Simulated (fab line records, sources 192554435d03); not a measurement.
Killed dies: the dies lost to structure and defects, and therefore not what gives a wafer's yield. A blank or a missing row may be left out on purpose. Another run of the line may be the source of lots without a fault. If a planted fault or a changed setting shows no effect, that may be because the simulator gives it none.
fab line records -- flow n5_finfet
record: lots: 7, wafers: 21
route steps=1938 shown HKMG_FIN@395 GATE_CUT@480 MOL_CONTACT_COAG@564 BEOL_M1@756
start_h: hours from the record's first day to the start of the lot's first wafer shown -- wait_h: time in hours since the lot's previous step -- " repeats the value in the row above -- L1.1+2: a single row standing in for several wafers -- - no value, or no start given -- * or withheld: withheld -- < > ~ a bound
route shown NAME@n: names a module that has steps shown in the file, with the first one's number in the route -- usual: mean/standard deviation taken from wafers without a fault -- same: alike in all rows -- chamber/n: place in a boat -- sites: per-site readings -- _std_site: how widely they spread, as a standard deviation -- _edge_site: the outer-site mean with the inner-site mean subtracted -- radius_mm: for every site, how far away it sits from the centre of the wafer -- mask NAME#n: copy n -- behind: tool/chamber where the wafer was last shaped -- hold: the reason the lot was held/the length of the hold in hours/how it ended -- device: the transistor (n, p or np) that didn't switch -- end of line: tests of these same wafers at the route's end -- a step without rows: its recipe alone -- killed: dies lost to structure and defects at the first sort, not the wafer's yield -- map: per-die view of a wafer (x killed, . not killed, _ where there is no die)
set.NAME: the setting the step ran with; set.NAME@STEP: the setting that earlier step ran with -- model.NAME: the simulator's own value behind a step, which no gauge read
lots whose settings were changed on purpose; a table a step, a row a wafer
== steps ==
step: N5_HKMG_FIN_EXPOSE_46
recipe: mask_id: NDIPOLE, na: 1.35, source_shape: conventional, sigma_outer: 0.8, polarization: unpolarized, dose_mj: 40
lot.wafer,tool,chamber,start_h,wait_h,mask,set.dose_mj
L074.2,arfi_scanner-02,0,74.82,-,NDIPOLE#0,41.02
L074.4+5,arfi_scanner-02,0,74.82,-,NDIPOLE#0,40
L079.1+2+6,arfi_scanner-03,0,105.89,-,NDIPOLE#0,40
L086.2+5,arfi_scanner-03,0,143.56,-,NDIPOLE#0,40
L086.6,arfi_scanner-03,0,143.56,-,NDIPOLE#0,41.82
L087.1+3+4,arfi_scanner-01,0,150.21,-,NDIPOLE#0,40
L088.2+4+6,arfi_scanner-02,0,154.53,-,NDIPOLE#0,40
L089.1+3+5,arfi_scanner-02,0,160.17,-,NDIPOLE#0,40
L090.3+5,arfi_scanner-01,0,166.62,-,NDIPOLE#0,39
L090.6,arfi_scanner-01,0,166.62,-,NDIPOLE#0,40
step: N5_HKMG_FIN_PEB_47
recipe: peb_temp_c: withheld, peb_time_s: 60, resist: CAR-ArF
step: N5_HKMG_FIN_DEVELOP_48
recipe: develop_time_s: 30, developer: TMAH, resist: CAR-ArF, rinse_liquid: diw, dry: air_spin, dev_temp_c: 23
step: N5_HKMG_FIN_WET_ETCH_82
recipe: chemistry: dHCl, mix: 1:10000, temp_c: 25, target: La2O3, stop_on: HfO2, target_depth_nm: 2, dry: ipa_marangoni, rinse_time_s: 30, rinse_temp_c: 23
step: N5_HKMG_FIN_ALD_36
recipe: material: TiN, target_thk_a: 10, temp_c: 400, ald_precursor_family: TiCl4, ald_co_reactant: NH3, pulse_time_s: 1, purge_time_s: 3, co_reactant_purge_time_s: 2, co_reactant_pulse_time_s: 2, ald_cycles: 47, pressure_torr: 3
step: N5_HKMG_FIN_THK_MEAS_70
recipe: thk_meas_gauge: xrf, reads: HfO2_of_HKMG_FIN_HK_ALD_01
usual: HK_THK: 1.578/0.021
lot.wafer,tool,chamber,start_h,wait_h,set.ald_cycles@HKMG_FIN_HK_ALD_01,HK_THK[nm]
L074.2,film_metro-01,-,77.51,0.2,30,1.592
L074.4,film_metro-01,-,77.51,0.2,30,1.589
L074.5,film_metro-01,-,77.51,0.2,30,1.560
L079.1,film_metro-02,-,108.56,0.2,30,1.613
L079.2,film_metro-02,-,108.56,0.2,30,1.567
L079.6,film_metro-02,-,108.56,0.2,30,1.589
L086.2,film_metro-01,-,146.25,0.2,27,1.433
L086.5,film_metro-01,-,146.25,0.2,30,1.566
L086.6,film_metro-01,-,146.25,0.2,30,1.597
L087.1,film_metro-01,-,152.84,0.2,33,1.740
L087.3,film_metro-01,-,152.84,0.2,33,1.757
L087.4,film_metro-01,-,152.84,0.2,30,1.573
L088.2,film_metro-01,-,157.51,0.2,30,1.579
L088.4,film_metro-01,-,157.51,0.2,30,1.586
L088.6,film_metro-01,-,157.51,0.2,30,1.589
L089.1,film_metro-01,-,162.96,0.2,32,1.713
L089.3,film_metro-01,-,162.96,0.2,32,1.690
L089.5,film_metro-01,-,162.96,0.2,30,1.587
L090.3,film_metro-02,-,169.34,0.2,30,1.570
L090.5,film_metro-02,-,169.34,0.2,25,1.315
L090.6,film_metro-02,-,169.34,0.2,30,1.620
step: N5_GATE_CUT_COAT_27
recipe: resist: underlayer, temp_c: 205, time_s: 60, spin_rpm: 1500, resist_thk_nm: 10
lot.wafer,tool,chamber,start_h,wait_h,set.spin_rpm,model.underlayer_of_GATE_CUT_COAT_27.thk_nm
L074.2,litho_track-05,0,-,-,1597,9.8
L074.4,litho_track-05,0,-,-,1597,9.6
L074.5,litho_track-05,0,-,-,1500,10
L079.1,litho_track-04,0,-,-,1349,10.6
L079.2+6,litho_track-04,0,-,-,1500,10
L086.2+5,litho_track-01,0,-,-,1500,10
L086.6,litho_track-01,0,-,-,1591,9.8
L087.1+3+4,litho_track-04,0,-,-,1500,10
L088.2+4+6,litho_track-05,0,-,-,1500,10
L089.1+3+5,litho_track-01,0,-,-,1500,10
L090.3,litho_track-04,0,-,-,1500,10
L090.5+6,litho_track-04,0,-,-,1641,9.6
step: N5_GATE_CUT_EXPOSE_10
recipe: mask_id: GATE_CUT, na: 0.33, source_shape: annular, sigma_inner: 0.35, sigma_outer: 0.8, polarization: unpolarized, target_cd_nm: 20, dose_mj: 43.25
lot.wafer,tool,chamber,start_h,wait_h,mask,set.dose_mj
L074.2+5,euv_scanner-01,0,86.74,-,GATE_CUT#0,41.42
L074.4,euv_scanner-01,0,86.74,-,GATE_CUT#0,43.25
L079.1,euv_scanner-02,0,117.72,-,GATE_CUT#0,43.25
L079.2+6,euv_scanner-02,0,117.72,-,GATE_CUT#0,46.41
L086.2+5+6,euv_scanner-02,0,155.19,-,GATE_CUT#0,43.25
L087.1,euv_scanner-01,0,162.02,-,GATE_CUT#0,45.66
L087.3+4,euv_scanner-01,0,162.02,-,GATE_CUT#0,43.25
L088.2+4+6,euv_scanner-02,0,166.83,-,GATE_CUT#0,43.25
L089.1+5,euv_scanner-01,0,172.30,-,GATE_CUT#0,43.25
L089.3,euv_scanner-01,0,172.30,-,GATE_CUT#0,41.59
L090.3,euv_scanner-02,0,178.14,-,GATE_CUT#0,43.25
L090.5+6,euv_scanner-02,0,178.14,-,GATE_CUT#0,40.47
step: N5_GATE_CUT_PEB_11
recipe: peb_temp_c: 100, peb_time_s: 60, resist: CAR-EUV
step: N5_GATE_CUT_DEVELOP_12
recipe: develop_time_s: 30, developer: TMAH, resist: CAR-EUV, rinse_liquid: surfactant_rinse, dry: air_spin, dev_temp_c: 23
step: N5_GATE_CUT_CD_MEAS_13
recipe: target_cd_nm: 20, landing_energy_ev: 500, detector: se_inlens
usual: cd_nm: 20.06/0.26
lot.wafer,tool,chamber,start_h,wait_h,set.dose_mj@GATE_CUT_EXPOSE_10,cd_nm
L074.2,cd_sem-03,0,86.87,-,41.42,19.52
L074.4,cd_sem-03,0,86.87,-,43.25,20.02
L074.5,cd_sem-03,0,86.87,-,41.42,18.99
L079.1,cd_sem-02,0,117.86,-,43.25,20.42
L079.2,cd_sem-02,0,117.86,-,46.41,21.73
L079.6,cd_sem-02,0,117.86,-,46.41,21.65
L086.2,cd_sem-03,0,155.31,-,43.25,19.97
L086.5,cd_sem-03,0,155.31,-,43.25,19.99
L086.6,cd_sem-03,0,155.31,-,43.25,19.94
L087.1,cd_sem-01,0,162.15,-,45.66,21.26
L087.3,cd_sem-01,0,162.15,-,43.25,20.65
L087.4,cd_sem-01,0,162.15,-,43.25,19.73
L088.2,cd_sem-03,0,166.95,-,43.25,19.96
L088.4,cd_sem-03,0,166.95,-,43.25,20.06
L088.6,cd_sem-03,0,166.95,-,43.25,19.85
L089.1,cd_sem-01,0,172.43,-,43.25,20.07
L089.3,cd_sem-01,0,172.43,-,41.59,19.12
L089.5,cd_sem-01,0,172.43,-,43.25,19.68
L090.3,cd_sem-03,0,178.26,-,43.25,19.95
L090.5,cd_sem-03,0,178.26,-,40.47,17.88
L090.6,cd_sem-03,0,178.26,-,40.47,18.26
step: N5_GATE_CUT_DESCUM_18
recipe: chemistry: O2, time_s: 7, source_power_w: 50, bias_power_w: 20, pressure_mtorr: 20, rf_frequency_hz: 2.712e+07, temp_c: 40, resist: CAR-EUV, o2_flow_sccm: 225
lot.wafer,tool,chamber,start_h,wait_h,set.dose_mj@GATE_CUT_EXPOSE_10,model.GATE_CUT.cd_nm
L074.2,rie_diel-05,0,87.22,0.3,41.42,19.2
L074.4,rie_diel-05,2,87.22,0.3,43.25,20.2
L074.5,rie_diel-05,2,87.22,0.3,41.42,19
L079.1,rie_diel-05,3,118.03,0.1,43.25,20.8
L079.2,rie_diel-05,1,118.03,0.1,46.41,21.8
L079.6,rie_diel-05,1,118.03,0.1,46.41,21.6
L086.2+5+6,rie_diel-05,"1,0,3",155.60,0.2,43.25,20.2
L087.1,rie_diel-02,1,162.28,0.0,45.66,21.6
L087.3,rie_diel-02,2,162.28,0.0,43.25,20.4
L087.4,rie_diel-02,0,162.28,0.0,43.25,20.2
L088.2,rie_diel-03,3,167.08,0.0,43.25,20
L088.4+6,rie_diel-03,0,167.08,0.0,43.25,20.2
L089.1,rie_diel-02,0,172.56,0.0,43.25,19.8
L089.3,rie_diel-02,2,172.56,0.0,41.59,19.2
L089.5,rie_diel-02,0,172.56,0.0,43.25,20
L090.3,rie_diel-05,1,178.48,0.1,43.25,20
L090.5,rie_diel-05,0,178.48,0.1,40.47,18.2
L090.6,rie_diel-05,3,178.48,0.1,40.47,18.4
step: N5_GATE_CUT_ETCH_28
recipe: chemistry: N2/H2, target: underlayer, target_depth_a: 130, mask_material: CAR-EUV, time_s: 10.4, ion_energy_ev: 200, pressure_mtorr: 30, source_w: 840, bias_w: 150, n2_flow_sccm: 200, h2_flow_sccm: 200, ends: cleared
lot.wafer,tool,chamber,start_h,wait_h,set.spin_rpm@GATE_CUT_COAT_27,set.dose_mj@GATE_CUT_EXPOSE_10,model.GATE_CUT.cd_nm,model.etch.depth_nm
L074.2,rie_diel-05,0,87.25,0.0,1597,41.42,19.2,9.7
L074.4,rie_diel-05,2,87.25,0.0,1597,43.25,20.4,9.686
L074.5,rie_diel-05,2,87.25,0.0,1500,41.42,19.2,9.973
L079.1,rie_diel-05,3,118.07,0.0,1349,43.25,20.8,10.53
L079.2,rie_diel-05,1,118.07,0.0,1500,46.41,22,9.969
L079.6,rie_diel-05,1,118.07,0.0,1500,46.41,21.8,10.02
L086.2+5,rie_diel-05,"1,0",155.63,0.0,1500,43.25,20.2,10.03
L086.6,rie_diel-05,3,155.63,0.0,1591,43.25,20.4,9.733
L087.1,rie_diel-02,1,162.31,0.0,1500,45.66,21.4,10.03
L087.3,rie_diel-02,2,162.31,0.0,1500,43.25,20.4,9.997
L087.4,rie_diel-02,0,162.31,0.0,1500,43.25,20.2,10.05
L088.2+6,rie_diel-03,"3,0",167.11,0.0,1500,43.25,20,10.01
L088.4,rie_diel-03,0,167.11,0.0,1500,43.25,20,9.975
L089.1,rie_diel-02,0,172.59,0.0,1500,43.25,19.8,10.05
L089.3,rie_diel-02,2,172.59,0.0,1500,41.59,19.2,10.06
L089.5,rie_diel-02,0,172.59,0.0,1500,43.25,20,10.05
L090.3,rie_diel-05,1,178.52,0.0,1500,43.25,20,10.07
L090.5,rie_diel-05,0,178.52,0.0,1641,40.47,18.2,9.609
L090.6,rie_diel-05,3,178.52,0.0,1641,40.47,18.4,9.604
step: N5_GATE_CUT_ETCH_36
recipe: chemistry: CF4, target: SiARC, target_depth_a: 130, mask_material: CAR-EUV, time_s: 21.7, ion_energy_ev: 80, pressure_mtorr: 40, source_w: 545, bias_w: 36, Ar_flow_sccm: 100, cf4_flow_sccm: 100, ends: cleared
step: N5_GATE_CUT_ETCH_37
recipe: chemistry: N2/H2, target: SOC, target_depth_a: 600, overetch_a: 120, mask_material: SiARC, temp_c: 40, time_s: 90, ion_energy_ev: 200, pressure_mtorr: 30, source_w: 840, bias_w: 150, n2_flow_sccm: 200, h2_flow_sccm: 200
step: N5_GATE_CUT_CUT_ETCH_54
recipe: chemistry: Cl2/BCl3, target: TiN, mask_material: SiO2, target_depth_a: 967, pressure_mtorr: 10, icp_w: 1000, bias_w: 126, Cl2_flow_sccm: 53.25, bcl3_flow_sccm: 21.75, Ar_flow_sccm: 25, ends: cleared
step: N5_GATE_CUT_CUT_ETCH_55
recipe: chemistry: BCl3, target: HfO2, mask_material: SiO2, target_depth_a: 32, ion_energy_ev: 30, pressure_mtorr: 5, icp_w: 450, bias_w: 18, bcl3_flow_sccm: 80
step: N5_GATE_CUT_ETCH_47
recipe: chemistry: Cl2/BCl3, target: SiO2, target_depth_a: 100, pressure_mtorr: 10, icp_w: 1000, bias_w: 126, Cl2_flow_sccm: 53.25, bcl3_flow_sccm: 21.75, Ar_flow_sccm: 25
lot.wafer,tool,chamber,start_h,wait_h,set.dose_mj@GATE_CUT_EXPOSE_10,model.GATE_CUT.cd_nm
L074.2,rie_metal-01,0,87.76,0.0,41.42,20.4
L074.4,rie_metal-01,1,87.76,0.0,43.25,20.6
L074.5,rie_metal-01,1,87.76,0.0,41.42,19.4
L079.1,rie_metal-01,1,118.58,0.0,43.25,21.6
L079.2,rie_metal-01,0,118.58,0.0,46.41,22.8
L079.6,rie_metal-01,0,118.58,0.0,46.41,22.6
L086.2,rie_metal-01,0,156.14,0.0,43.25,20.4
L086.5,rie_metal-01,1,156.14,0.0,43.25,20.2
L086.6,rie_metal-01,0,156.14,0.0,43.25,20.6
L087.1,rie_metal-03,0,162.82,0.0,45.66,21.4
L087.3,rie_metal-03,1,162.82,0.0,43.25,20.2
L087.4,rie_metal-03,0,162.82,0.0,43.25,19.8
L088.2+4,rie_metal-01,"1,0",167.62,0.0,43.25,20.4
L088.6,rie_metal-01,1,167.62,0.0,43.25,20.6
L089.1,rie_metal-03,1,173.10,0.0,43.25,19.6
L089.3,rie_metal-03,0,173.10,0.0,41.59,19.4
L089.5,rie_metal-03,1,173.10,0.0,43.25,20.4
L090.3,rie_metal-01,1,179.04,0.0,43.25,20.6
L090.5,rie_metal-01,1,179.04,0.0,40.47,19.4
L090.6,rie_metal-01,0,179.04,0.0,40.47,19.2
step: N5_MOL_CONTACT_COAG_COAT_75
recipe: resist: SOC, temp_c: 250, time_s: 60, spin_rpm: 1500, resist_thk_nm: 60
lot.wafer,tool,chamber,start_h,wait_h,set.spin_rpm,model.SOC_of_MOL_CONTACT_COAG_COAT_75.thk_nm
L074.2+4+5,litho_track-05,0,100.54,0.0,1500,60
L079.1+6,litho_track-03,0,133.36,0.0,1500,60
L079.2,litho_track-03,0,133.36,0.0,1418,61.2
L086.2,litho_track-05,0,171.31,0.0,1500,60
L086.5,litho_track-05,0,171.31,0.0,1500,59.8
L086.6,litho_track-05,0,171.31,0.0,1617,57.8
L087.1,litho_track-05,0,178.01,0.0,1500,60
L087.3+4,litho_track-05,0,178.01,0.0,1500,60.2
L088.2+6,litho_track-03,0,182.62,0.0,1500,60.2
L088.4,litho_track-03,0,182.62,0.0,1500,60
L089.1,litho_track-05,0,186.56,0.0,1500,60.2
L089.3,litho_track-05,0,186.56,0.0,1388,62.4
L089.5,litho_track-05,0,186.56,0.0,1388,62.6
L090.3+5,litho_track-03,0,191.29,0.0,1500,60
L090.6,litho_track-03,0,191.29,0.0,1556,59
step: N5_MOL_CONTACT_COAG_COAT_76
recipe: resist: SiARC, temp_c: 220, time_s: 60, spin_rpm: 1500, resist_thk_nm: 10
step: N5_MOL_CONTACT_COAG_COAT_77
recipe: resist: underlayer, temp_c: 205, time_s: 60, spin_rpm: 1500, resist_thk_nm: 10
step: N5_MOL_CONTACT_COAG_ALD_131
recipe: material: SiO2, target_thk_a: 50, temp_c: 100, ald_precursor_family: BDEAS, ald_co_reactant: O2-plasma, pulse_time_s: 1, co_reactant_pulse_time_s: 1, purge_time_s: 2, co_reactant_purge_time_s: 2, ald_cycles: 35, pressure_torr: 2
step: N5_MOL_CONTACT_COAG_ETCHBACK_132
recipe: chemistry: CHF3, target: SiO2, target_depth_a: 100, time_s: 6.7, ion_energy_ev: 200, pressure_mtorr: 30, source_w: 610, bias_w: 170, Ar_flow_sccm: 200, CHF3_flow_sccm: 50
step: N5_MOL_CONTACT_COAG_ETCH_91
recipe: chemistry: N2/H2, target: SOC, target_depth_a: 600, overetch_a: 210, mask_material: SiARC, temp_c: 40, time_s: 101.2, ion_energy_ev: 200, pressure_mtorr: 30, source_w: 840, bias_w: 150, n2_flow_sccm: 200, h2_flow_sccm: 200
lot.wafer,tool,chamber,start_h,wait_h,set.spin_rpm@MOL_CONTACT_COAG_COAT_75,model.etch.depth_nm
L074.2,rie_diel-06,0,101.41,0.0,1500,59.94
L074.4,rie_diel-06,1,101.41,0.0,1500,59.98
L074.5,rie_diel-06,1,101.41,0.0,1500,60.01
L079.1,rie_diel-01,2,134.16,0.0,1500,59.95
L079.2,rie_diel-01,1,134.16,0.0,1418,61.29
L079.6,rie_diel-01,1,134.16,0.0,1500,59.94
L086.2,rie_diel-01,3,172.06,0.0,1500,60
L086.5,rie_diel-01,1,172.06,0.0,1500,59.77
L086.6,rie_diel-01,2,172.06,0.0,1617,57.72
L087.1,rie_diel-01,0,178.79,0.0,1500,60.09
L087.3,rie_diel-01,2,178.79,0.0,1500,60.23
L087.4,rie_diel-01,2,178.79,0.0,1500,60.22
L088.2,rie_diel-04,2,183.68,0.0,1500,60.24
L088.4,rie_diel-04,1,183.68,0.0,1500,59.99
L088.6,rie_diel-04,2,183.68,0.0,1500,60.29
L089.1,rie_diel-06,2,187.99,0.0,1500,60.23
L089.3,rie_diel-06,3,187.99,0.0,1388,62.44
L089.5,rie_diel-06,3,187.99,0.0,1388,62.5
L090.3,rie_diel-01,0,192.06,0.0,1500,60.05
L090.5,rie_diel-01,2,192.06,0.0,1500,60.02
L090.6,rie_diel-01,1,192.06,0.0,1556,58.92
step: N5_MOL_CONTACT_COAG_STRIP_92
recipe: chemistry: N2/H2, temp_c: 40, n2_flow_sccm: 200, h2_flow_sccm: 200, rf_frequency_hz: 6e+07
step: N5_MOL_CONTACT_COAG_STRIP_93
recipe: chemistry: N2/H2, temp_c: 40, n2_flow_sccm: 200, h2_flow_sccm: 200, rf_frequency_hz: 6e+07
step: N5_MOL_CONTACT_COAG_ETCHBACK_135
recipe: chemistry: CHF3, target: SiO2, target_depth_a: 250, time_s: 16.7, ion_energy_ev: 200, pressure_mtorr: 30, source_w: 610, bias_w: 170, Ar_flow_sccm: 200, CHF3_flow_sccm: 50
lot.wafer,tool,chamber,start_h,wait_h,set.spin_rpm@MOL_CONTACT_COAG_COAT_75,model.SOC_of_MOL_CONTACT_COAG_COAT_75.thk_nm
L074.2+4+5,rie_diel-06,"0,1,1",101.50,0.0,1500,57.4
L079.1+6,rie_diel-01,"2,1",134.25,0.0,1500,57.4
L079.2,rie_diel-01,1,134.25,0.0,1418,58.6
L086.2,rie_diel-01,3,172.15,0.0,1500,57.4
L086.5,rie_diel-01,1,172.15,0.0,1500,57.2
L086.6,rie_diel-01,2,172.15,0.0,1617,55.2
L087.1,rie_diel-01,0,178.88,0.0,1500,57.4
L087.3+4,rie_diel-01,2,178.88,0.0,1500,57.6
L088.2+6,rie_diel-04,2,183.77,0.0,1500,57.6
L088.4,rie_diel-04,1,183.77,0.0,1500,57.4
L089.1,rie_diel-06,2,188.08,0.0,1500,57.4
L089.3+5,rie_diel-06,3,188.08,0.0,1388,59.8
L090.3+5,rie_diel-01,"0,2",192.15,0.0,1500,57.4
L090.6,rie_diel-01,1,192.15,0.0,1556,56.2
step: N5_MOL_CONTACT_COAG_ALD_133
recipe: material: SiO2, target_thk_a: 50, temp_c: 100, ald_precursor_family: BDEAS, ald_co_reactant: O2-plasma, pulse_time_s: 1, co_reactant_pulse_time_s: 1, purge_time_s: 2, co_reactant_purge_time_s: 2, ald_cycles: 35, pressure_torr: 2
lot.wafer,tool,chamber,start_h,wait_h,set.ald_cycles,model.SiO2_of_MOL_CONTACT_COAG_ALD_133.thk_nm
L074.2+4+5,ald_sin-03,"2,3,1",102.59,0.1,35,5
L079.1+2,ald_sin-04,"2,3",135.28,0.1,32,4.6
L079.6,ald_sin-04,2,135.28,0.1,35,5
L086.2+5,ald_sin-02,"1,0",173.22,0.1,31,4.4
L086.6,ald_sin-02,1,173.22,0.1,35,5
L087.1+3+4,ald_sin-04,"3,2,1",180.78,1.0,35,5
L088.2+4+6,ald_sin-03,"3,1,1",184.94,0.1,35,5
L089.1+3+5,ald_sin-03,"2,3,0",190.32,1.2,37,5.2
L090.3,ald_sin-04,1,193.36,0.2,30,4.2
L090.5+6,ald_sin-04,"3,2",193.36,0.2,35,5
step: N5_BEOL_M1_COAT_62
recipe: resist: SiARC, temp_c: 220, time_s: 60, spin_rpm: 1500, resist_thk_nm: 12
lot.wafer,tool,chamber,start_h,wait_h,set.spin_rpm,model.SiARC_of_BEOL_M1_COAT_62.thk_nm
L074.2,litho_track-03,0,-,-,1558,11.8
L074.4+5,litho_track-03,0,-,-,1500,12
L079.1+2+6,litho_track-04,0,-,-,1500,12
L086.2+5,litho_track-03,0,-,-,1500,12
L086.6,litho_track-03,0,-,-,1500,12.2
L088.2+4+6,litho_track-04,0,-,-,1500,12
L087.1+3+4,litho_track-02,0,-,-,1500,12
L089.1+5,litho_track-02,0,-,-,1500,12
L089.3,litho_track-02,0,-,-,1543,11.8
L090.3,litho_track-02,0,-,-,1500,12
L090.5+6,litho_track-02,0,-,-,1394,12.4
step: N5_BEOL_M1_COAT_73
recipe: resist: underlayer, temp_c: 205, time_s: 60, spin_rpm: 1500, resist_thk_nm: 5
step: N5_BEOL_M1_COAT_05
recipe: resist: CAR-EUV, spin_rpm: 1500, resist_thk_nm: 30
step: N5_BEOL_M1_DESCUM_16
recipe: chemistry: O2, time_s: 7, source_power_w: 50, bias_power_w: 20, pressure_mtorr: 20, rf_frequency_hz: 2.712e+07, temp_c: 40, resist: CAR-EUV, o2_flow_sccm: 225
step: N5_BEOL_M1_ETCH_74
recipe: chemistry: N2/H2, target: underlayer, target_depth_a: 65, mask_material: CAR-EUV, time_s: 5.2, ion_energy_ev: 200, pressure_mtorr: 30, source_w: 840, bias_w: 150, n2_flow_sccm: 200, h2_flow_sccm: 200, ends: cleared
step: N5_BEOL_M1_ETCH_63
recipe: chemistry: CF4, target: SiARC, target_depth_a: 156, mask_material: CAR-EUV, time_s: 26, ion_energy_ev: 80, pressure_mtorr: 40, source_w: 545, bias_w: 36, Ar_flow_sccm: 100, cf4_flow_sccm: 100, ends: cleared
lot.wafer,tool,chamber,start_h,wait_h,set.spin_rpm@BEOL_M1_COAT_62,model.etch.depth_nm
L074.2,rie_diel-05,3,124.08,0.0,1558,11.73
L074.4,rie_diel-05,1,124.08,0.0,1500,11.99
L074.5,rie_diel-05,1,124.08,0.0,1500,11.98
L079.1,rie_diel-05,3,153.26,0.0,1500,12.04
L079.2,rie_diel-05,1,153.26,0.0,1500,12.05
L079.6,rie_diel-05,2,153.26,0.0,1500,12.02
L086.2,rie_diel-02,3,200.17,0.0,1500,12.05
L086.5,rie_diel-02,3,200.17,0.0,1500,12.06
L086.6,rie_diel-02,2,200.17,0.0,1500,12.1
L088.2,rie_diel-02,0,202.85,0.0,1500,12.03
L088.4,rie_diel-02,3,202.85,0.0,1500,12.05
L088.6,rie_diel-02,1,202.85,0.0,1500,12.04
L087.1,rie_diel-05,1,203.54,0.0,1500,12.01
L087.3,rie_diel-05,0,203.54,0.0,1500,11.99
L087.4,rie_diel-05,3,203.54,0.0,1500,11.97
L089.1+5,rie_diel-03,3,214.34,0.0,1500,11.98
L089.3,rie_diel-03,0,214.34,0.0,1543,11.8
L090.3,rie_diel-05,2,214.57,0.0,1500,11.95
L090.5,rie_diel-05,0,214.57,0.0,1394,12.42
L090.6,rie_diel-05,1,214.57,0.0,1394,12.39
step: N5_BEOL_M1_ETCH_64
recipe: chemistry: N2/H2, target: SOC, target_depth_a: 750, overetch_a: 150, mask_material: SiARC, temp_c: 40, time_s: 112.5, ion_energy_ev: 200, pressure_mtorr: 30, source_w: 840, bias_w: 150, n2_flow_sccm: 200, h2_flow_sccm: 200
usual: rf_vpp_V: 523.8/1.9
lot.wafer,tool,chamber,start_h,wait_h,set.bias_w,rf_vpp_V
L074.2,rie_diel-05,3,124.11,0.0,150,522.2
L074.4,rie_diel-05,1,124.11,0.0,150,528.2
L074.5,rie_diel-05,1,124.11,0.0,150,528.6
L079.1,rie_diel-05,3,153.29,0.0,150,522.1
L079.2,rie_diel-05,1,153.29,0.0,150,527.5
L079.6,rie_diel-05,2,153.29,0.0,150,526.2
L086.2,rie_diel-02,3,200.19,0.0,150,524.9
L086.5,rie_diel-02,3,200.19,0.0,150,524.0
L086.6,rie_diel-02,2,200.19,0.0,150,524.1
L088.2,rie_diel-02,0,202.88,0.0,150,523.4
L088.4,rie_diel-02,3,202.88,0.0,150,524.4
L088.6,rie_diel-02,1,202.88,0.0,150,521.9
L087.1,rie_diel-05,1,203.57,0.0,150,527.0
L087.3,rie_diel-05,0,203.57,0.0,150,521.5
L087.4,rie_diel-05,3,203.57,0.0,150,522.2
L089.1,rie_diel-03,3,214.37,0.0,150,524.5
L089.3,rie_diel-03,0,214.37,0.0,150,522.1
L089.5,rie_diel-03,3,214.37,0.0,177,581.7
L090.3,rie_diel-05,2,214.60,0.0,176.1,578.8
L090.5,rie_diel-05,0,214.60,0.0,176.1,578.3
L090.6,rie_diel-05,1,214.60,0.0,150,526.5
== key ==
split: step: N5_HKMG_FIN_EXPOSE_46, setting: dose_mj, stated: 40, by: wafer
response none clear
split: step: N5_GATE_CUT_COAT_27, setting: spin_rpm, stated: 1500, by: wafer
response: step: N5_GATE_CUT_COAT_27, reading: model.underlayer_of_GATE_CUT_COAT_27.thk_nm, change: -0.0483, per: 1%, r: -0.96
response: step: N5_GATE_CUT_ETCH_28, reading: model.etch.depth_nm, change: -0.0496, per: 1%, r: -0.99
split: step: N5_GATE_CUT_EXPOSE_10, setting: dose_mj, stated: 43.25, by: wafer
response: step: N5_GATE_CUT_CD_MEAS_13, reading: cd_nm, change: +0.211, per: 1%, r: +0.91
response: step: N5_GATE_CUT_DESCUM_18, reading: model.GATE_CUT.cd_nm, change: +0.203, per: 1%, r: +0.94
response: step: N5_GATE_CUT_ETCH_28, reading: model.GATE_CUT.cd_nm, change: +0.207, per: 1%, r: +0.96
response: step: N5_GATE_CUT_ETCH_47, reading: model.GATE_CUT.cd_nm, change: +0.186, per: 1%, r: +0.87
split: step: N5_MOL_CONTACT_COAG_COAT_75, setting: spin_rpm, stated: 1500, by: wafer
response: step: N5_MOL_CONTACT_COAG_COAT_75, reading: model.SOC_of_MOL_CONTACT_COAG_COAT_75.thk_nm, change: -0.273, per: 1%, r: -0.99
response: step: N5_MOL_CONTACT_COAG_ETCH_91, reading: model.etch.depth_nm, change: -0.281, per: 1%, r: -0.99
response: step: N5_MOL_CONTACT_COAG_ETCHBACK_135, reading: model.SOC_of_MOL_CONTACT_COAG_COAT_75.thk_nm, change: -0.283, per: 1%, r: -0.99
split: step: N5_MOL_CONTACT_COAG_ALD_133, setting: ald_cycles, stated: 35, by: wafer
response: step: N5_MOL_CONTACT_COAG_ALD_133, reading: model.SiO2_of_MOL_CONTACT_COAG_ALD_133.thk_nm, change: +0.0532, per: 1%, r: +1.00
split: step: N5_BEOL_M1_COAT_62, setting: spin_rpm, stated: 1500, by: wafer
response: step: N5_BEOL_M1_COAT_62, reading: model.SiARC_of_BEOL_M1_COAT_62.thk_nm, change: -0.0571, per: 1%, r: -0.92
response: step: N5_BEOL_M1_ETCH_63, reading: model.etch.depth_nm, change: -0.0643, per: 1%, r: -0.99
split: step: N5_BEOL_M1_ETCH_64, setting: bias_w, stated: 150, by: wafer
response: step: N5_BEOL_M1_ETCH_64, reading: rf_vpp_V, change: +3.12, per: 1%, r: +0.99
split outside_this_file step=N5_HKMG_FIN_HK_ALD_01 setting=ald_cycles
split outside_this_file: this setting was split too, and the file shows its column; the key of that split is in another file
